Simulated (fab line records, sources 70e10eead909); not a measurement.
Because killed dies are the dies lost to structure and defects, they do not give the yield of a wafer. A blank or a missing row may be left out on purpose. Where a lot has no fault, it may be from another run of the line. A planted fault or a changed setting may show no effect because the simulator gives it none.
Problem report in the 8D (eight disciplines) form, filled by code ; flow nand harc ; the parts of the form that need people (team, actions taken, sign-off) are left out

== 1. WHAT WENT WRONG ==
At NHARC_THIN_TSV_THK_MEAS_02, thk nm averages 1 nm over 2 wafers from 2 lots, while fault-free wafers read 2991 nm, standard deviation 250. That is -12 standard deviations from the usual mean.
The step: measures by ir.
The first sign was on wafer L775.6 at day 31 06:11, on film metro-01. At this step, 38 wafers from 14 lots have a number in the record. Rule for "out", or "out of limits": more than 4 standard deviations from the usual mean. The rest of the wafers with a number are treated as sound.

== 2. WHAT IT IS, WHAT IT ISN'T ==
question;is;is not
which readings at this step;thk nm;-
which lots;L774, L775;L757, L760, L761, L763, L764, L765, L766, L767, L769, L770, L771, L772
which wafers of those lots;all that have a number;-
read on which gauges;film metro-01, film metro-02;-
when;from day 31 06:11;up to then (36 sound wafers)

== 3. THE SUSPECTS, EACH WITH WHAT RULES IT OUT ==
Counting: a tool at a process step up to the reading stays a suspect if it ran every lot that is out and no sound lot after the first of them.
- the gauge at NHARC_THIN_TSV_THK_MEAS_02 has been ruled out. 2 gauges (film metro-01, film metro-02) read the wafers that are out.
- rtp anneal-01 at NHARC_A_BONDPAD_ANNEAL_28 (time 90 s): kept. Every lot that is out went through it, starting with L775 (day 30 18:59), and after that it ran no sound lot; the last sound lot it ran before then is L769 (day 27 04:14).
- grinder-01 at NHARC_THIN_TSV_GRIND_00: kept. Every lot that is out went through it, starting with L775 (day 31 05:41), and after that it ran no sound lot; the last sound lot it ran before then is L771 (day 29 10:26).
Left after counting: rtp anneal-01 at NHARC_A_BONDPAD_ANNEAL_28, grinder-01 at NHARC_THIN_TSV_GRIND_00.

== 4. THE CAUSE (what the simulator had put in) ==
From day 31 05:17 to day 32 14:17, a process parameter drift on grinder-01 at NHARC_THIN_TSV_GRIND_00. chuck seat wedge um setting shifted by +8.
Counting left 2 suspects, and this tool is among them.

== 5. THE CHAIN OF EFFECTS, in route order ==
Each row: a reading whose mean over the struck wafers that have a number lies more than 3 standard deviations from the usual. Readings are gone through only where the record gives a usual standard deviation; hours: the median, over the lots, of the time from a lot's start at the first step in this table giving one to that lot's start at this step; sigmas: the change measured in usual standard deviations.
hours;step;reading;usual;on struck wafers;change;sigmas
0;NHARC_THIN_TSV_THK_MEAS_02;thk nm;2991 nm;1;-2990;-12

== 6. HOW IT WOULD HAVE BEEN CAUGHT EARLIER ==
In this record the first reading out of limits at a measuring or inspecting step was taken at day 31 06:11, 1 hour after the fault began at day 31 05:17.
An alarm limit of 4 standard deviations would not have fired on the tool readings at NHARC_THIN_TSV_GRIND_00 for which the record gives a usual standard deviation, since none of them was out on any struck wafer.
L774, from the lots that are out (2), started NHARC_THIN_TSV_GRIND_00 on grinder-01 later than day 31 06:11. Holding the tool at that time would have saved it.
